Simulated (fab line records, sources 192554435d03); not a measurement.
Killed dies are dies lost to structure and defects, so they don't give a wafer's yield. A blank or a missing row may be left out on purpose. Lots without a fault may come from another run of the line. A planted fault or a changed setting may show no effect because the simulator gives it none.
fab line records | flow n5_finfet
record lots=11 wafers=33 last_day=16
route steps=1938 shown MOL_CONTACT_COAG@539 MIM_TOP_LITHO@1848 MIM_TOP_ETCH@1852 PASSIVATION@1936
lots that met no fault: from a run of the same line without faults
start_h: hours from the record's first day to the start of the lot's first wafer shown | wait_h: hours since the lot's step before | " the same as in the row above | L1.1+2: a row that stands for several wafers | - no value, or no start given | * or withheld: withheld | < > ~ a bound
route shown NAME@n: a module of which the file shows steps, and the number in the route of the first | usual: mean/standard deviation of fault-free wafers | same: alike in all rows | chamber/n: place in a boat | sites: the reading at each site | _std_site: their standard deviation | _edge_site: outer sites' mean less inner sites' | radius_mm: how far each site lies from the wafer's centre | mask NAME#n: copy n | behind: the tool/chamber that last shaped the wafer | hold: why the lot was held/for how many hours/how that ended | device: the transistor (n, p or np) that didn't switch | end of line: the same wafers' tests at the end of the route | a step without rows: its recipe alone | killed: dies lost to structure and defects at the first sort, not the wafer's yield | map: a wafer's dies, x killed, . not, _ none there
set.NAME: the setting as run; set.NAME@STEP: as run at that earlier step | model.NAME: the simulator's own value behind a step, which no gauge read
steps of the route over a sample of lots; a table a step, a row a wafer
services: from which hour (start_h, from the record's first day; less than 0 if before it) a tool's chamber was out of use, for how many hours, and why
## steps
# step N5_MOL_CONTACT_COAG_STRIP_98
# recipe chemistry=N2/H2 power_w=500 temp_c=40 pressure_mtorr=50 rf_frequency_hz=6e+07 overash_fraction=0.3 bias_power_w=8 h2_frac=0.5 n2_flow_sccm=300 h2_flow_sccm=300
# usual chamber_pressure_mTorr=50.00/0.082 drypump_motor_current_A=5.6/0.55 n2_flow_sccm=300.1/0.85 oes_product_au=0.77/0.071 rf_vpp_V=54.1/1.5 showerhead_plenum_p_Torr=3.40/0.096 throttle_valve_pct=18.84/0.29
# same overash_fraction=0.3
# columns lot.wafer tool chamber start_h wait_h chamber_pressure_mTorr drypump_motor_current_A n2_flow_sccm oes_product_au rf_hours_counter_h rf_vpp_V showerhead_plenum_p_Torr throttle_valve_pct
L699.1 rie_diel-06 0 88.38 0.0 50.03 5.0 299.5 0.90 17 53.8 3.30 18.68
L699.2 " 3 " " 49.94 5.8 299.9 0.77 130 52.6 3.37 18.99
L699.3 " 1 " " 49.91 5.2 300.7 0.76 124 55.5 3.36 18.33
L700.1 rie_diel-05 3 94.11 0.0 50.02 5.7 300.6 0.92 18 54.8 3.56 18.47
L700.3 " 0 " " 50.03 6.6 300.7 0.70 211 54.4 3.32 19.25
L700.5 " 1 " " 50.08 5.8 299.5 0.83 - 55.8 3.54 19.02
L702.1 rie_diel-01 3 105.52 0.0 49.97 5.3 299.8 0.75 181 56.1 3.46 19.04
L702.3 " 1 " " 50.08 5.9 302.3 0.67 239 55.0 3.31 19.19
L702.5 " 2 " " 50.06 6.1 298.6 0.76 - 53.7 3.50 19.21
L703.1 rie_diel-06 3 110.52 0.0 49.90 5.8 299.6 0.76 139 52.0 3.37 19.00
L703.5 " 3 " " 49.99 5.8 300.4 0.76 - 55.9 3.37 19.02
L703.6 " 0 " " 49.84 4.9 301.9 0.91 - 53.5 3.30 18.68
L705.2 rie_diel-05 2 129.01 0.0 50.02 5.1 299.6 0.71 200 56.4 3.48 19.05
L705.3 " 1 " " 50.00 5.8 300.3 0.80 79 54.1 3.53 19.06
L705.6 " 2 " " 50.00 5.2 299.1 0.71 - 56.2 3.48 19.06
L706.1 rie_diel-06 1 129.48 0.0 50.03 5.2 300.2 0.77 136 57.9 3.36 18.36
L706.3 " 2 " " 50.02 6.6 300.1 0.70 214 52.1 3.45 18.62
L706.5 " 1 " " 49.96 5.2 302.1 0.75 - 52.7 3.35 18.36
L708.2 rie_diel-01 3 143.63 0.0 50.00 5.2 297.5 0.73 194 53.6 3.45 19.08
L708.3 " 0 " " 50.07 5.2 300.6 0.87 46 54.2 3.26 18.48
L708.6 " 2 " " 50.03 6.1 299.3 0.75 - 55.4 3.50 19.25
L710.2 rie_diel-06 3 155.93 0.0 50.04 5.8 300.2 0.74 155 50.4 3.36 19.05
L710.3 " 0 " " 50.04 4.9 299.9 0.87 40 54.8 3.29 18.71
L710.4 " 1 " " 50.00 5.1 300.2 0.75 144 53.4 3.35 18.38
L714.1 rie_diel-01 0 181.30 0.0 49.93 5.1 300.6 0.83 62 54.0 3.25 18.53
L714.2 " 3 " " 50.07 5.3 300.3 0.71 205 55.9 3.44 19.08
L714.3 " 1 " " 49.89 5.9 300.4 0.95 9 52.0 3.30 18.83
L718.3 rie_diel-06 2 204.18 0.0 50.21 6.6 300.4 0.69 236 51.9 3.43 18.65
L718.5 " 1 " " 49.97 5.1 299.9 0.74 - 54.4 3.34 18.40
L718.6 " 0 " " 50.10 4.9 300.4 0.84 - 53.0 3.28 18.72
L719.2 rie_diel-06 3 209.25 0.0 49.99 5.8 300.7 0.73 171 51.4 3.35 19.03
L719.5 " 0 " " 49.97 4.9 300.1 0.84 - 52.9 3.28 18.73
L719.6 " 1 " " 49.88 5.2 300.6 0.73 - 54.4 3.34 18.41
# step N5_MIM_TOP_LITHO_OVL_MEAS_11
# recipe points_per_wafer=44
# usual MIM_TOP_OVL=1/5.3
# columns lot.wafer tool chamber start_h wait_h MIM_TOP_OVL[nm]
L699.1 overlay-02 0 259.73 0.0 -4
L699.2 " 0 " " -1
L699.3 " 0 " " -5
L700.1 overlay-01 0 266.00 0.0 -1
L700.3 " 0 " " 2
L700.5 " 0 " " 8
L703.1 overlay-02 0 288.72 0.0 1
L703.5 " 0 " " -1
L703.6 " 0 " " 3
L702.1 overlay-01 0 291.73 0.0 1
L702.3 " 0 " " 0
L702.5 " 0 " " 5
L705.2 overlay-02 0 303.74 0.0 0
L705.3 " 0 " " 0
L705.6 " 0 " " 7
L706.1 overlay-02 0 306.35 0.0 12
L706.3 " 0 " " 14
L706.5 " 0 " " 8
L708.2 overlay-02 0 314.80 0.0 2
L708.3 " 0 " " 4
L708.6 " 0 " " 11
L710.2 overlay-01 0 339.37 0.0 -1
L710.3 " 0 " " -1
L710.4 " 0 " " 4
L714.1 overlay-01 0 373.75 0.0 -3
L714.2 " 0 " " -3
L714.3 " 0 " " -3
L719.2 overlay-01 0 384.73 0.0 -8
L719.5 " 0 " " -5
L719.6 " 0 " " -1
L718.3 overlay-01 0 385.76 0.0 -6
L718.5 " 0 " " -3
L718.6 " 0 " " -2
# step N5_MIM_TOP_ETCH_STRIP_01
# recipe chemistry=O2 power_w=600 temp_c=60 pressure_mtorr=30 rf_frequency_hz=6e+07 bias_power_w=0 overash_fraction=0.5 o2_flow_sccm=225
# usual chamber_pressure_mTorr=29.99/0.073 drypump_motor_current_A=5.9/0.51 oes_product_au=0.75/0.081 rf_vpp_V=3.8/1.2 showerhead_plenum_p_Torr=2.10/0.081 throttle_valve_pct=16.72/0.19
# same overash_fraction=0.5
# columns lot.wafer tool chamber start_h wait_h chamber_pressure_mTorr drypump_motor_current_A oes_product_au rf_hours_counter_h rf_vpp_V showerhead_plenum_p_Torr throttle_valve_pct
L699.1 rie_diel-03 2 260.29 0.2 29.99 5.2 0.69 221 2.8 2.07 16.56
L699.2 " 3 " " 29.99 5.3 0.70 198 3.7 1.99 16.86
L699.3 " 0 " " 30.10 5.9 0.98 3 3.6 2.22 16.31
L700.1 rie_diel-02 2 266.29 0.1 29.87 6.1 0.70 187 3.9 2.07 16.62
L700.3 " 1 " " 30.07 6.2 0.73 174 2.8 2.00 16.58
L700.5 " 2 " " 30.07 6.1 0.71 - 5.8 2.07 16.54
L703.1 rie_diel-04 2 289.18 0.3 30.00 5.4 0.73 178 4.8 2.08 16.69
L703.5 " 2 " " 30.01 5.4 0.73 - 3.7 2.08 16.71
L703.6 " 1 " " 30.10 6.0 0.70 - 3.8 2.16 16.74
L702.1 rie_diel-04 3 292.23 0.2 30.06 5.9 0.67 212 4.1 2.18 16.85
L702.3 " 1 " " 30.12 6.0 0.69 193 1.9 2.16 16.75
L702.5 " 3 " " 29.99 5.9 0.68 - 4.0 2.18 16.85
L705.2 rie_diel-04 2 304.07 0.1 29.97 5.5 0.74 183 3.9 2.08 16.74
L705.3 " 1 " " 29.91 6.0 0.68 196 1.3 2.16 16.78
L705.6 " 3 " " 29.95 5.9 0.69 - 3.0 2.18 16.81
L706.1 rie_diel-04 3 306.63 0.1 30.10 5.9 0.68 217 2.4 2.18 16.84
L706.3 " 2 " " 30.02 5.4 0.72 184 3.3 2.08 16.70
L706.5 " 1 " " 30.03 6.0 0.68 - 1.4 2.16 16.75
L708.2 rie_diel-02 1 315.09 0.1 30.00 6.1 0.72 188 3.3 1.99 16.58
L708.3 " 0 " " 29.99 5.1 0.76 141 5.4 2.20 16.66
L708.6 " 3 " " 30.01 6.6 0.90 - 4.5 2.16 16.67
L710.2 rie_diel-03 1 339.78 0.2 29.84 6.4 0.67 235 5.2 2.09 17.07
L710.3 " 3 " " 29.90 5.3 0.72 224 2.2 1.98 16.94
L710.4 " 3 " " 29.94 5.3 0.69 - 2.8 1.99 16.93
L714.1 rie_diel-03 1 374.03 0.1 29.85 6.5 0.67 248 4.7 2.09 17.06
L714.2 " 3 " " 29.89 5.3 0.69 230 3.7 1.98 16.96
L714.3 " 0 " " 30.01 5.9 0.85 41 5.6 2.21 16.40
L719.2 rie_diel-02 0 385.10 0.2 30.06 5.1 0.76 160 3.9 2.19 16.74
L719.5 " 1 " " 29.94 6.2 0.71 - 3.9 1.99 16.64
L719.6 " 2 " " 30.03 6.1 0.69 - 3.8 2.06 16.63
L718.3 rie_diel-02 0 386.05 0.1 29.86 5.1 0.75 161 3.0 2.19 16.73
L718.5 " 1 " " 29.85 6.1 0.70 - 5.5 1.98 16.67
L718.6 " 2 " " 29.93 6.1 0.68 - 3.5 2.06 16.67
# step N5_PASSIVATION_PROBE_49
# usual defect_limited_yield=91.3/1.5 killed_at_M0_to_M3=33/12 killed_at_M4_up=13/5.2 killed_at_contacts=13/6.7 killed_at_front_end=40/11 killed_at_other=4.1/2.7 killed_dies=103/17 killed_on_rim=14/4.2 killed_open=69/13 killed_short=33/8.4 sort_bin_5_function=5.1/1 sort_bin_6_memory=3.2/0.62 sort_n_pass=1077/17 sort_yield_pct=91.3/1.5
# same gross_dies=1180 killed_at_back_side=0 sort_bin_4_leakage[%]=0 sort_bin_8_speed[%]=0
# columns lot.wafer tool chamber start_h wait_h defect_limited_yield[%] killed_at_M0_to_M3 killed_at_M4_up killed_at_contacts killed_at_front_end killed_at_other killed_dies killed_on_rim killed_open killed_short sort_bin_5_function[%] sort_bin_6_memory[%] sort_n_pass sort_yield_pct[%]
L710.4 prober-01 - 358.69 0.9 92.0 20 8 23 39 4 94 12 66 27 4.4 3.2 1086 92.0
L719.2 prober-01 - 394.75 0.3 85.1 23 10 98 41 4 176 27 69 22 8.0 4.2 1004 85.1
L719.5 prober-01 - 394.90 0.5 81.5 28 12 141 29 8 218 31 65 24 11.8 4.0 962 81.5
L719.6 prober-01 - 394.95 0.5 81.9 31 11 132 31 9 214 34 60 37 10.7 4.2 966 81.9
L718.3 prober-01 - 395.10 0.1 82.9 15 5 144 37 1 202 21 51 16 10.6 3.4 978 82.9
L718.5 prober-01 - 395.20 0.2 84.6 23 9 125 17 8 182 31 48 23 9.3 3.0 998 84.6
L718.6 prober-01 - 395.25 0.3 81.5 17 18 139 39 5 218 28 64 31 11.3 3.8 962 81.5
# killed by level:class
L710.4 MOL_CONTACT_COAG:geometric_particle:open=20 GATE_CUT:geometric_particle:short=13 STI_FIN_REVEAL:geometric_particle:open=9 BEOL_M2:geometric_particle:open=8 BEOL_M1:geometric_particle:open=5 FIN_SAQP:geometric_particle:open=4 MOL_CONTACT_COAG:geometric_particle:short=3 BEOL_M3:geometric_particle:open=3
L719.2 MOL_CONTACT_COAG:unspecified=82 MOL_CONTACT_COAG:geometric_particle:open=13 FIN_SAQP:geometric_particle:open=11 BEOL_M0_SAQP:geometric_particle:open=6 BEOL_M0_SAQP:geometric_particle:short=5 BEOL_M2:geometric_particle:open=5 BEOL_M3:geometric_particle:open=5 FIN_SAQP:geometric_particle:short=4
L719.5 MOL_CONTACT_COAG:unspecified=126 MOL_CONTACT_COAG:geometric_particle:open=14 STI_FIN_REVEAL:geometric_particle:open=10 BEOL_M1:geometric_particle:open=7 GATE_CUT:geometric_particle:short=5 BEOL_M0_SAQP:geometric_particle:short=5 BEOL_M3:geometric_particle:open=5 BEOL_M4:geometric_particle:open=5
L719.6 MOL_CONTACT_COAG:unspecified=114 MOL_CONTACT_COAG:geometric_particle:open=14 BEOL_M3:geometric_particle:open=7 BEOL_M2:geometric_particle:open=6 BEOL_M0_SAQP:geometric_particle:short=5 BEOL_M0_SAQP:geometric_particle:open=5 MOL_CONTACT_COAG:geometric_particle:short=4 FIN_SAQP:geometric_particle:short=4
L718.3 MOL_CONTACT_COAG:unspecified=132 MOL_CONTACT_COAG:geometric_particle:open=10 FIN_SAQP:geometric_particle:open=9 GATE_CUT:geometric_particle:open=9 FIN_SAQP:geometric_particle:short=5 BEOL_M0_SAQP:geometric_particle:open=5 BEOL_M2:geometric_particle:open=4 STI_FIN_REVEAL:geometric_particle:open=3
L718.5 MOL_CONTACT_COAG:unspecified=111 MOL_CONTACT_COAG:geometric_particle:open=11 BEOL_M0_SAQP:geometric_particle:open=9 BEOL_M0_SAQP:geometric_particle:short=6 DUMMY_GATE:geometric_particle:open=4 BEOL_M4:geometric_particle:open=4 MOL_CONTACT_COAG:geometric_particle:short=3 PASS1_CAP:geometric_particle:open=3
L718.6 MOL_CONTACT_COAG:unspecified=120 MOL_CONTACT_COAG:geometric_particle:open=15 FIN_SAQP:geometric_particle:open=8 GATE_CUT:geometric_particle:short=6 BEOL_M2:geometric_particle:open=6 GATE_CUT:geometric_particle:open=4 BEOL_M4:geometric_particle:open=4 BEOL_M5:geometric_particle:open=4
## services
# columns tool chamber start_h hours kind
rie_diel-02 2 69.71 3.8 repair
rie_diel-02 1 71.07 1.3 repair
rie_diel-06 3 73.64 6.6 repair
rie_diel-05 2 80.74 5.5 repair
rie_diel-02 - 104.66 0.8 repair
rie_diel-06 1 116.06 7.0 repair
rie_diel-04 - 117.44 2.2 repair
rie_diel-03 2 119.39 6.6 repair
rie_diel-02 - 126.83 2.8 pm
rie_diel-01 1 194.65 3.8 repair
rie_diel-02 3 210.65 2.9 repair
rie_diel-06 - 229.49 2.8 pm
rie_diel-04 2 248.97 8.5 repair
rie_diel-02 3 249.69 7.0 repair
rie_diel-01 2 285.88 1.5 repair
rie_diel-01 0 288.34 2.1 repair
rie_diel-04 2 316.38 2.4 repair
rie_diel-06 3 325.99 4.0 repair
rie_diel-02 1 327.06 13.8 repair
rie_diel-03 2 333.27 7.1 repair
rie_diel-06 2 334.33 4.9 repair
rie_diel-06 3 343.16 4.0 repair
rie_diel-03 3 347.79 18.3 repair
rie_diel-03 1 386.02 11.1 repair
## key
first_sign step=N5_PASSIVATION_PROBE_49 reading=killed_at_contacts direction=up sigmas=17 usual=13 struck=130
effect step=N5_PASSIVATION_PROBE_49 reading=killed_dies direction=up sigmas=5.7 usual=103 struck=202
more_kills_born_at N5_MOL_CONTACT_COAG_STRIP_98@rie_diel-06=683
met_at N5_MOL_CONTACT_COAG_STRIP_98
struck_lots L718,L719
not_acting_at N5_MIM_TOP_LITHO_OVL_MEAS_11,N5_MIM_TOP_ETCH_STRIP_01
onset_between 155.93 204.18
also_fits time
fault kind=chamber_particle_source tool=rie_diel-06 chamber=- onset_h=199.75 steps=N5_MOL_CONTACT_COAG_STRIP_98 rate_per_visit_cm2=1.377 end_h=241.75
